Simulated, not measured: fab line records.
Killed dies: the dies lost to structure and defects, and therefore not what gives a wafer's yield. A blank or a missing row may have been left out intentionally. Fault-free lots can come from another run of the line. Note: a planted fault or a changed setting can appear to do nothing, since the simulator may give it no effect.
fab line records	flow n5-finfet
record lots=24	wafers=72	last-day=18
route steps=1938 shown BEOL_M4@1058 BEOL_M5@1116
lots that met no fault: taken from a fault-free run of the same line
start-h: the number of hours between the record's first day and the start of the first shown wafer of the lot	wait-h: hours from the lot's prior step to this one	" unchanged from the row above	L1.1+2: one row covering several wafers at once	- no value, or no start was given	* or withheld: withheld	< > ~ a bound
route shown NAME@n: a module of which the file shows steps, and the number in the route of the first	usual: the fault-free wafers' mean and standard deviation	same: alike in all rows	chamber/n: place in a boat	sites: the reading at each site	_std_site: the values' standard deviation	_edge_site: outer sites' mean less inner sites'	radius-mm: for every site, how far away it sits from the centre of the wafer	mask NAME#n: copy n	behind: tool/chamber where the wafer was last shaped	hold: why the lot went on hold/how many hours it stayed there/how the hold came to an end	device: which transistor (n, p or np) failed to switch	end of line: tests run on the same wafers once the route is complete	step lacking rows: just its recipe	killed: count of dies lost to structure and defects at first sort (not the wafer's yield)	map: per-die view of a wafer (x killed, . not killed, _ where there is no die)
set.NAME: the setting as run; set.NAME@STEP: as run at that earlier step	model.NAME: the simulator's own value behind a step, which no gauge read
one table for each step of the route and one row for each wafer, over a sample of lots
services: from which hour (start-h, from the record's first day; less than 0 if before it) a tool's chamber was out of use, for how many hours, and why
## steps
# step N5_BEOL_M4_INSPECT_30
# recipe mode=adi	inspect-instrument=brightfield
# usual raw-defect-count=390/83
lot.wafer	tool	chamber	start-h	wait-h	raw-defect-count
L074.1	defect-inspect-02	-	159.00	0.1	366
L074.3	"	-	"	"	248
L074.5	"	-	"	"	278
L075.3	defect-inspect-01	-	165.28	0.0	478
L075.4	"	-	"	"	634
L075.5	"	-	"	"	680
L076.1	defect-inspect-01	-	166.74	0.1	432
L076.2	"	-	"	"	269
L076.4	"	-	"	"	360
L077.2	defect-inspect-02	-	173.79	0.0	418
L077.4	"	-	"	"	287
L077.5	"	-	"	"	387
L078.3	defect-inspect-02	-	176.58	0.0	395
L078.5	"	-	"	"	382
L078.6	"	-	"	"	380
L079.2	defect-inspect-01	-	196.55	0.0	408
L079.3	"	-	"	"	313
L079.4	"	-	"	"	367
L080.1	defect-inspect-02	-	198.98	0.1	321
L080.2	"	-	"	"	353
L080.4	"	-	"	"	274
L081.1	defect-inspect-01	-	211.31	0.1	468
L081.3	"	-	"	"	516
L081.4	"	-	"	"	346
L082.1	defect-inspect-02	-	215.87	0.1	291
L082.4	"	-	"	"	366
L082.6	"	-	"	"	299
L083.3	defect-inspect-01	-	216.43	0.0	361
L083.4	"	-	"	"	371
L083.5	"	-	"	"	351
L084.2	defect-inspect-01	-	225.92	0.0	320
L084.3	"	-	"	"	369
L084.6	"	-	"	"	424
L085.2	defect-inspect-02	-	226.23	0.0	285
L085.5	"	-	"	"	402
L085.6	"	-	"	"	301
L087.3	defect-inspect-02	-	228.38	0.0	492
L087.4	"	-	"	"	348
L087.6	"	-	"	"	403
L086.1	defect-inspect-01	-	232.09	0.1	374
L086.2	"	-	"	"	449
L086.6	"	-	"	"	304
L088.1	defect-inspect-02	-	241.54	0.1	437
L088.3	"	-	"	"	375
L088.4	"	-	"	"	320
L089.2	defect-inspect-02	-	261.45	0.0	402
L089.3	"	-	"	"	467
L089.4	"	-	"	"	325
L090.3	defect-inspect-01	-	271.98	0.0	301
L090.4	"	-	"	"	406
L090.6	"	-	"	"	386
L091.1	defect-inspect-02	-	272.92	0.1	355
L091.2	"	-	"	"	304
L091.6	"	-	"	"	347
L093.4	defect-inspect-01	-	275.82	0.0	452
L093.5	"	-	"	"	510
L093.6	"	-	"	"	433
L092.3	defect-inspect-02	-	280.51	0.0	464
L092.4	"	-	"	"	505
L092.5	"	-	"	"	443
L095.1	defect-inspect-02	-	290.82	0.1	372
L095.4	"	-	"	"	396
L095.6	"	-	"	"	343
L094.2	defect-inspect-02	-	293.45	0.0	430
L094.5	"	-	"	"	385
L094.6	"	-	"	"	394
L097.2	defect-inspect-01	-	293.71	0.0	475
L097.4	"	-	"	"	407
L097.6	"	-	"	"	376
L096.1	defect-inspect-01	-	296.29	0.1	384
L096.2	"	-	"	"	487
L096.4	"	-	"	"	399
# step N5_BEOL_M4_ALD_98
# recipe material=SiO2	target-thk-a=25	temp-c=100	ald-precursor-family=BDEAS	ald-co-reactant=O2-plasma	pulse-time-s=1	co-reactant-pulse-time-s=1	purge-time-s=2	co-reactant-purge-time-s=2	ald-cycles=17	pressure-torr=2
# usual heater-power-w=81/11	precursor-pulse-height-rel=0.999/0.02	susceptor-temp-C=99.99/0.12
# same co-reactant-pulse-time-s=1
lot.wafer	tool	chamber	start-h	wait-h	heater-power-w	precursor-pulse-height-rel	susceptor-temp-C
L074.1	ald-sin-01	2	159.17	0.1	73	0.947	99.99
L074.3	"	1	"	"	98	0.976	99.98
L074.5	"	1	"	"	97	0.985	100.02
L075.3	ald-sin-03	0	166.12	0.1	84	0.996	99.93
L075.4	"	2	"	"	78	0.977	100.09
L075.5	"	2	"	"	77	0.994	99.97
L076.1	ald-sin-02	0	166.97	0.1	82	0.998	99.92
L076.2	"	2	"	"	68	0.995	100.09
L076.4	"	1	"	"	91	0.977	100.13
L077.2	ald-sin-02	0	174.02	0.1	83	1.016	100.08
L077.4	"	1	"	"	94	1.037	100.18
L077.5	"	0	"	"	83	1.040	100.09
L078.3	ald-sin-02	2	176.77	0.1	69	1.016	100.00
L078.5	"	2	"	"	67	1.009	100.18
L078.6	"	1	"	"	92	1.001	99.98
L079.2	ald-sin-01	3	197.17	0.5	71	0.976	99.99
L079.3	"	0	"	"	66	1.015	99.80
L079.4	"	2	"	"	71	1.031	100.16
L080.1	ald-sin-03	3	199.59	0.5	81	1.039	99.91
L080.2	"	0	"	"	83	1.001	99.97
L080.4	"	2	"	"	76	0.991	100.06
L081.1	ald-sin-01	0	211.65	0.2	67	0.997	99.92
L081.3	"	1	"	"	98	1.032	100.14
L081.4	"	3	"	"	70	0.973	100.01
L082.1	ald-sin-03	0	216.06	0.1	80	1.020	99.86
L082.4	"	3	"	"	81	1.015	100.21
L082.6	"	2	"	"	80	0.995	99.77
L083.3	ald-sin-02	1	216.59	0.1	94	1.021	99.95
L083.4	"	0	"	"	82	0.973	99.86
L083.5	"	3	"	"	82	1.027	99.91
L084.2	ald-sin-01	3	226.81	0.8	71	0.984	100.11
L084.3	"	1	"	"	99	1.013	99.95
L084.6	"	0	"	"	67	1.035	100.03
L085.2	ald-sin-03	1	226.87	0.4	91	1.007	99.99
L085.5	"	1	"	"	89	1.018	99.79
L085.6	"	2	"	"	78	1.022	100.12
L087.3	ald-sin-01	2	228.56	0.1	75	0.980	100.01
L087.4	"	3	"	"	70	1.002	99.99
L087.6	"	0	"	"	65	1.002	100.26
L086.1	ald-sin-02	3	233.82	1.6	83	0.991	100.09
L086.2	"	1	"	"	93	1.001	99.88
L086.6	"	2	"	"	67	0.989	100.09
L088.1	ald-sin-03	0	242.03	0.4	83	1.002	99.92
L088.3	"	2	"	"	78	0.964	100.12
L088.4	"	3	"	"	80	1.023	100.25
L089.2	ald-sin-02	2	261.62	0.1	65	1.011	100.04
L089.3	"	0	"	"	81	1.006	99.81
L089.4	"	1	"	"	97	0.966	99.94
L090.3	ald-sin-02	0	272.29	0.1	83	0.979	100.08
L090.4	"	2	"	"	67	0.971	100.02
L090.6	"	0	"	"	85	0.991	100.13
L091.1	ald-sin-01	0	273.44	0.4	68	1.035	99.97
L091.2	"	1	"	"	98	1.012	99.77
L091.6	"	3	"	"	70	1.025	100.01
L093.4	ald-sin-02	1	275.99	0.1	96	0.978	100.09
L093.5	"	2	"	"	66	1.008	100.02
L093.6	"	1	"	"	95	1.014	100.12
L092.3	ald-sin-01	1	280.67	0.1	100	0.983	99.96
L092.4	"	3	"	"	71	0.983	99.99
L092.5	"	2	"	"	72	1.031	100.14
L095.1	ald-sin-03	2	291.90	1.0	79	0.981	99.77
L095.4	"	2	"	"	78	1.011	99.73
L095.6	"	3	"	"	79	0.998	100.19
L094.2	ald-sin-01	2	293.61	0.1	73	0.993	99.89
L094.5	"	0	"	"	68	1.026	100.03
L094.6	"	1	"	"	99	1.013	99.97
L097.2	ald-sin-03	3	293.92	0.1	81	0.984	99.93
L097.4	"	3	"	"	81	1.019	100.02
L097.6	"	1	"	"	91	0.995	100.20
L096.1	ald-sin-02	2	296.46	0.1	68	1.002	99.91
L096.2	"	1	"	"	95	0.967	99.91
L096.4	"	0	"	"	83	1.011	99.92
# step N5_BEOL_M4_ALD_84
# recipe material=TaN	target-thk-a=*	temp-c=275	ald-precursor-family=PDMAT	ald-co-reactant=NH3	pressure-torr=3	carrier-flow-sccm=1500	pulse-time-s=2	purge-time-s=3	co-reactant-purge-time-s=2	co-reactant-pulse-time-s=3	ald-cycles=30	precursor-vessel-temp-c=75	precursor-vessel-pressure-torr=26.25	precursor-vessel-carrier-sccm=1000
# usual heater-power-w=440/39	susceptor-temp-C=275.00/0.17
# same co-reactant-pulse-time-s=3
lot.wafer	tool	chamber	start-h	wait-h	heater-power-w	susceptor-temp-C
L074.1	ald-metal-03	1	165.19	0.1	463	274.97
L074.3	"	3	"	"	469	275.06
L074.5	"	2	"	"	400	274.79
L075.3	ald-metal-03	1	168.11	0.0	455	274.84
L075.4	"	2	"	"	395	275.20
L075.5	"	2	"	"	393	275.08
L076.1	ald-metal-02	1	168.27	0.0	489	274.76
L076.2	"	2	"	"	392	274.94
L076.4	"	3	"	"	411	275.11
L077.2	ald-metal-03	1	187.05	0.1	462	274.65
L077.4	"	3	"	"	460	274.94
L077.5	"	0	"	"	396	274.95
L078.3	ald-metal-04	1	192.16	0.1	458	275.45
L078.5	"	3	"	"	514	275.20
L078.6	"	0	"	"	432	275.01
L079.2	ald-metal-02	2	198.43	0.0	410	275.02
L079.3	"	1	"	"	500	274.95
L079.4	"	0	"	"	437	275.05
L080.1	ald-metal-03	1	201.95	0.1	445	275.29
L080.2	"	3	"	"	471	275.10
L080.4	"	0	"	"	391	274.79
L081.1	ald-metal-02	0	220.81	0.0	430	275.03
L081.3	"	1	"	"	506	274.93
L081.4	"	2	"	"	410	275.18
L082.1	ald-metal-03	3	220.89	0.0	478	275.01
L082.4	"	1	"	"	454	275.19
L082.6	"	0	"	"	402	275.30
L083.3	ald-metal-02	0	224.40	0.1	444	274.95
L083.4	"	2	"	"	408	275.25
L083.5	"	3	"	"	396	274.91
L084.2	ald-metal-03	0	227.83	0.1	395	275.06
L084.3	"	2	"	"	398	274.97
L084.6	"	2	"	"	390	275.03
L085.2	ald-metal-03	2	236.36	0.1	401	274.83
L085.5	"	3	"	"	473	275.26
L085.6	"	0	"	"	389	275.00
L087.3	ald-metal-04	2	236.39	0.1	447	275.06
L087.4	"	0	"	"	434	275.20
L087.6	"	2	"	"	449	275.01
L086.1	ald-metal-02	3	246.25	0.1	424	275.17
L086.2	"	2	"	"	395	275.28
L086.6	"	1	"	"	497	274.89
L088.1	ald-metal-02	2	255.74	0.1	408	275.15
L088.3	"	3	"	"	404	275.11
L088.4	"	1	"	"	494	275.24
L089.2	ald-metal-02	1	263.14	0.0	482	275.17
L089.3	"	3	"	"	409	274.99
L089.4	"	2	"	"	403	275.19
L090.3	ald-metal-04	2	279.90	0.1	446	274.89
L090.4	"	0	"	"	438	274.96
L090.6	"	3	"	"	529	274.85
L091.1	ald-metal-03	1	279.90	0.1	464	274.88
L091.2	"	0	"	"	394	274.94
L091.6	"	1	"	"	453	274.70
L093.4	ald-metal-02	0	280.06	0.1	439	274.94
L093.5	"	0	"	"	441	274.72
L093.6	"	3	"	"	415	275.33
L092.3	ald-metal-04	0	283.01	0.1	442	274.98
L092.4	"	2	"	"	460	274.87
L092.5	"	0	"	"	445	274.88
L095.1	ald-metal-04	0	301.28	0.0	432	274.91
L095.4	"	1	"	"	462	275.10
L095.6	"	0	"	"	425	274.99
L094.2	ald-metal-02	3	302.67	0.0	409	274.86
L094.5	"	2	"	"	396	274.79
L094.6	"	1	"	"	493	275.05
L097.2	ald-metal-03	0	302.75	0.0	400	275.29
L097.4	"	2	"	"	409	274.87
L097.6	"	0	"	"	407	275.11
L096.1	ald-metal-02	2	307.82	0.0	402	274.88
L096.2	"	3	"	"	423	274.99
L096.4	"	1	"	"	499	274.91
# step N5_BEOL_M4_ANNEAL_49
# recipe temp-c=400	time-s=240	ambient=vacuum
# usual heater-power-w=844/81	susceptor-temp-C=400.03/0.24
lot.wafer	tool	chamber	start-h	wait-h	heater-power-w	susceptor-temp-C
L074.1	pvd-sputter-02	-	166.02	0.0	876	399.95
L074.3	"	-	"	"	889	399.63
L074.5	"	-	"	"	901	399.94
L075.3	pvd-sputter-01	-	168.75	0.0	730	400.02
L075.4	"	-	"	"	992	399.83
L075.5	"	-	"	"	757	400.14
L076.1	pvd-sputter-03	-	170.47	0.0	995	400.03
L076.2	"	-	"	"	885	400.52
L076.4	"	-	"	"	739	400.16
L077.2	pvd-sputter-02	-	187.95	0.0	862	400.00
L077.4	"	-	"	"	891	400.09
L077.5	"	-	"	"	870	400.09
L078.3	pvd-sputter-02	-	193.23	0.0	839	400.52
L078.5	"	-	"	"	817	399.59
L078.6	"	-	"	"	840	400.10
L079.2	pvd-sputter-03	-	199.01	0.0	736	399.85
L079.3	"	-	"	"	905	400.15
L079.4	"	-	"	"	876	399.95
L080.1	pvd-sputter-02	-	202.57	0.0	864	400.27
L080.2	"	-	"	"	831	399.89
L080.4	"	-	"	"	911	399.95
L081.1	pvd-sputter-01	-	221.51	0.0	828	399.98
L081.3	"	-	"	"	744	399.82
L081.4	"	-	"	"	760	399.61
L082.1	pvd-sputter-03	-	221.66	0.0	737	399.65
L082.4	"	-	"	"	866	400.10
L082.6	"	-	"	"	962	400.12
L083.3	pvd-sputter-03	-	224.93	0.0	762	399.98
L083.4	"	-	"	"	914	399.97
L083.5	"	-	"	"	939	399.77
L084.2	pvd-sputter-01	-	229.11	0.0	738	400.15
L084.3	"	-	"	"	758	400.16
L084.6	"	-	"	"	741	400.18
L085.2	pvd-sputter-01	-	237.26	0.0	966	399.88
L085.5	"	-	"	"	736	400.02
L085.6	"	-	"	"	744	400.21
L087.3	pvd-sputter-02	-	238.69	0.0	909	399.99
L087.4	"	-	"	"	864	400.16
L087.6	"	-	"	"	839	399.90
L086.1	pvd-sputter-03	-	246.95	0.0	922	399.84
L086.2	"	-	"	"	978	400.08
L086.6	"	-	"	"	871	399.87
L088.1	pvd-sputter-01	-	258.04	0.0	964	400.18
L088.3	"	-	"	"	800	400.88
L088.4	"	-	"	"	743	399.73
L089.2	pvd-sputter-01	-	265.04	0.0	730	400.02
L089.3	"	-	"	"	952	399.73
L089.4	"	-	"	"	763	400.25
L091.1	pvd-sputter-01	-	280.44	0.0	813	400.22
L091.2	"	-	"	"	739	400.16
L091.6	"	-	"	"	964	400.39
L090.3	pvd-sputter-03	-	280.48	0.0	726	399.46
L090.4	"	-	"	"	980	399.94
L090.6	"	-	"	"	759	400.25
L093.4	pvd-sputter-01	-	282.28	0.0	969	400.27
L093.5	"	-	"	"	977	399.98
L093.6	"	-	"	"	761	400.05
L092.3	pvd-sputter-02	-	283.61	0.0	833	399.97
L092.4	"	-	"	"	844	400.51
L092.5	"	-	"	"	827	399.70
L095.1	pvd-sputter-01	-	302.08	0.0	747	400.17
L095.4	"	-	"	"	753	400.35
L095.6	"	-	"	"	810	400.20
L094.2	pvd-sputter-02	-	303.27	0.0	923	400.17
L094.5	"	-	"	"	837	399.49
L094.6	"	-	"	"	845	400.05
L097.2	pvd-sputter-01	-	303.92	0.0	741	399.75
L097.4	"	-	"	"	762	400.00
L097.6	"	-	"	"	760	399.82
L096.1	pvd-sputter-01	-	308.43	0.0	764	400.35
L096.2	"	-	"	"	755	399.76
L096.4	"	-	"	"	798	400.03
# step N5_BEOL_M4_ANNEAL_80
# recipe temp-c=400	time-s=240	ambient=vacuum
# usual heater-power-w=844/79	susceptor-temp-C=400.00/0.21
lot.wafer	tool	chamber	start-h	wait-h	heater-power-w	susceptor-temp-C
L074.1	pvd-sputter-02	-	166.24	0.0	857	399.95
L074.3	"	-	"	"	869	399.96
L074.5	"	-	"	"	905	400.00
L075.3	pvd-sputter-01	-	168.97	0.0	749	399.95
L075.4	"	-	"	"	985	400.05
L075.5	"	-	"	"	735	399.94
L076.1	pvd-sputter-03	-	170.69	0.0	957	400.09
L076.2	"	-	"	"	891	399.90
L076.4	"	-	"	"	734	399.76
L077.2	pvd-sputter-02	-	188.17	0.0	861	399.88
L077.4	"	-	"	"	896	400.36
L077.5	"	-	"	"	863	399.85
L078.3	pvd-sputter-02	-	193.45	0.0	837	399.82
L078.5	"	-	"	"	847	400.14
L078.6	"	-	"	"	873	400.05
L079.2	pvd-sputter-03	-	199.23	0.0	741	399.91
L079.3	"	-	"	"	905	400.07
L079.4	"	-	"	"	880	399.95
L080.1	pvd-sputter-02	-	202.79	0.0	864	400.09
L080.2	"	-	"	"	827	399.72
L080.4	"	-	"	"	911	399.91
L081.1	pvd-sputter-01	-	221.73	0.0	820	400.31
L081.3	"	-	"	"	741	400.23
L081.4	"	-	"	"	763	400.13
L082.1	pvd-sputter-03	-	221.88	0.0	761	400.04
L082.4	"	-	"	"	902	400.48
L082.6	"	-	"	"	971	400.03
L083.3	pvd-sputter-03	-	225.15	0.0	745	399.94
L083.4	"	-	"	"	928	400.07
L083.5	"	-	"	"	934	399.99
L084.2	pvd-sputter-01	-	229.33	0.0	740	399.82
L084.3	"	-	"	"	776	400.13
L084.6	"	-	"	"	748	399.93
L085.2	pvd-sputter-01	-	237.48	0.0	958	399.52
L085.5	"	-	"	"	731	400.00
L085.6	"	-	"	"	769	399.89
L087.3	pvd-sputter-02	-	238.91	0.0	904	399.80
L087.4	"	-	"	"	837	400.17
L087.6	"	-	"	"	852	400.07
L086.1	pvd-sputter-03	-	247.17	0.0	899	399.79
L086.2	"	-	"	"	961	400.03
L086.6	"	-	"	"	879	400.17
L088.1	pvd-sputter-01	-	258.26	0.0	982	399.87
L088.3	"	-	"	"	823	400.06
L088.4	"	-	"	"	756	399.77
L089.2	pvd-sputter-01	-	265.26	0.0	738	400.00
L089.3	"	-	"	"	986	400.06
L089.4	"	-	"	"	761	399.84
L091.1	pvd-sputter-01	-	280.66	0.0	822	400.09
L091.2	"	-	"	"	726	399.88
L091.6	"	-	"	"	968	399.91
L090.3	pvd-sputter-03	-	280.70	0.0	729	400.14
L090.4	"	-	"	"	949	399.91
L090.6	"	-	"	"	735	399.85
L093.4	pvd-sputter-01	-	282.50	0.0	972	399.61
L093.5	"	-	"	"	990	399.85
L093.6	"	-	"	"	775	399.96
L092.3	pvd-sputter-02	-	283.83	0.0	852	400.05
L092.4	"	-	"	"	852	400.21
L092.5	"	-	"	"	838	399.60
L095.1	pvd-sputter-01	-	302.30	0.0	741	399.87
L095.4	"	-	"	"	757	399.90
L095.6	"	-	"	"	817	400.20
L094.2	pvd-sputter-02	-	303.49	0.0	897	400.05
L094.5	"	-	"	"	842	399.97
L094.6	"	-	"	"	853	400.33
L097.2	pvd-sputter-01	-	304.14	0.0	740	400.16
L097.4	"	-	"	"	756	400.02
L097.6	"	-	"	"	773	400.07
L096.1	pvd-sputter-01	-	308.65	0.0	765	400.33
L096.2	"	-	"	"	750	399.93
L096.4	"	-	"	"	811	400.11
# step N5_BEOL_M5_HM_DEP_02
# recipe material=TiN	target-thk-a=200	temp-c=25	chamber-pressure-pa=0.49996
# usual susceptor-temp-C=24.99/0.11	throttle-valve-pct=29.9/1.1
lot.wafer	tool	chamber	start-h	wait-h	susceptor-temp-C	throttle-valve-pct
L074.1	pvd-sputter-02	-	171.38	1.0	25.03	29.4
L074.3	"	-	"	"	25.06	29.5
L074.5	"	-	"	"	25.07	29.4
L075.3	pvd-sputter-01	-	173.81	0.7	24.97	29.0
L075.4	"	-	"	"	24.92	30.0
L075.5	"	-	"	"	24.75	30.7
L076.1	pvd-sputter-03	-	176.92	1.8	24.94	30.2
L076.2	"	-	"	"	24.79	30.7
L076.4	"	-	"	"	24.99	28.6
L077.2	pvd-sputter-03	-	194.19	1.9	25.03	30.2
L077.4	"	-	"	"	24.89	29.5
L077.5	"	-	"	"	24.85	29.3
L078.3	pvd-sputter-02	-	201.34	1.3	24.77	32.8
L078.5	"	-	"	"	24.75	33.1
L078.6	"	-	"	"	25.10	29.6
L079.2	pvd-sputter-03	-	203.60	0.0	24.88	28.6
L079.3	"	-	"	"	24.97	29.2
L079.4	"	-	"	"	24.94	30.5
L080.1	pvd-sputter-01	-	207.85	0.9	25.01	30.4
L080.2	"	-	"	"	24.97	29.0
L080.4	"	-	"	"	25.08	29.0
L081.1	pvd-sputter-02	-	226.16	0.1	25.32	29.5
L081.3	"	-	"	"	24.95	29.9
L081.4	"	-	"	"	24.93	29.4
L082.1	pvd-sputter-02	-	226.38	0.2	24.96	29.4
L082.4	"	-	"	"	25.11	29.6
L082.6	"	-	"	"	25.01	30.1
L083.3	pvd-sputter-03	-	229.81	0.4	25.12	30.6
L083.4	"	-	"	"	25.00	28.5
L083.5	"	-	"	"	24.97	29.4
L084.2	pvd-sputter-01	-	235.70	2.2	25.10	30.4
L084.3	"	-	"	"	24.78	28.8
L084.6	"	-	"	"	25.09	30.4
L085.2	pvd-sputter-03	-	242.36	0.7	24.99	29.5
L085.5	"	-	"	"	25.03	30.7
L085.6	"	-	"	"	24.82	30.2
L087.3	pvd-sputter-02	-	244.75	1.6	24.81	30.1
L087.4	"	-	"	"	25.04	29.7
L087.6	"	-	"	"	24.81	29.9
L086.1	pvd-sputter-01	-	252.07	0.7	25.12	29.9
L086.2	"	-	"	"	24.90	28.9
L086.6	"	-	"	"	25.07	30.3
L088.1	pvd-sputter-03	-	262.88	0.5	25.00	29.1
L088.3	"	-	"	"	25.13	28.9
L088.4	"	-	"	"	25.09	30.9
L089.2	pvd-sputter-01	-	271.38	0.5	25.00	28.7
L089.3	"	-	"	"	24.97	29.1
L089.4	"	-	"	"	24.96	30.3
L091.1	pvd-sputter-01	-	285.46	0.6	25.11	28.9
L091.2	"	-	"	"	25.15	28.8
L091.6	"	-	"	"	25.35	30.3
L090.3	pvd-sputter-03	-	285.53	0.6	25.07	30.2
L090.4	"	-	"	"	25.17	29.3
L090.6	"	-	"	"	24.97	29.3
L093.4	pvd-sputter-03	-	288.11	1.4	25.07	28.3
L093.5	"	-	"	"	24.95	28.6
L093.6	"	-	"	"	24.96	29.2
L092.3	pvd-sputter-01	-	288.76	0.7	24.96	29.3
L092.4	"	-	"	"	25.04	30.2
L092.5	"	-	"	"	25.04	30.4
L095.1	pvd-sputter-03	-	307.80	1.3	25.02	28.9
L095.4	"	-	"	"	24.90	30.7
L095.6	"	-	"	"	25.07	30.1
L094.2	pvd-sputter-03	-	308.10	0.5	25.24	30.2
L094.5	"	-	"	"	24.95	28.6
L094.6	"	-	"	"	24.89	30.4
L097.2	pvd-sputter-02	-	308.72	0.4	25.06	29.4
L097.4	"	-	"	"	24.90	32.8
L097.6	"	-	"	"	24.86	30.0
L096.1	pvd-sputter-02	-	316.90	4.1	24.96	29.2
L096.2	"	-	"	"	25.14	29.8
L096.4	"	-	"	"	25.13	32.9
## services
tool	chamber	start-h	hours	kind
pvd-sputter-02	-	139.18	2.4	repair
ald-sin-01	2	148.94	5.1	repair
ald-metal-04	-	159.33	14.6	pm
pvd-sputter-02	-	172.16	13.8	repair
ald-sin-03	-	176.95	14.0	pm
ald-sin-03	0	176.95	14.2	vent-cycle
ald-sin-03	1	176.95	14.0	vent-cycle
ald-sin-03	2	176.95	14.0	vent-cycle
ald-sin-03	3	176.95	14.0	vent-cycle
ald-sin-02	3	191.89	8.4	repair
ald-sin-01	-	239.35	1.1	repair
ald-sin-02	-	239.79	6.0	pm
ald-metal-02	-	244.32	1.9	repair
ald-sin-02	-	254.48	0.6	repair
ald-sin-03	1	260.96	10.1	repair
ald-sin-02	-	262.73	0.8	pm
ald-metal-02	3	265.58	6.9	repair
ald-metal-03	3	271.86	99.1	repair
ald-metal-03	0	273.11	3.8	repair
ald-metal-03	-	287.60	2.4	repair
ald-sin-03	0	289.88	4.3	repair
ald-sin-01	1	296.81	3.9	repair
ald-metal-04	2	298.91	12.9	repair
ald-metal-02	0	303.12	3.8	repair
## key
fault none
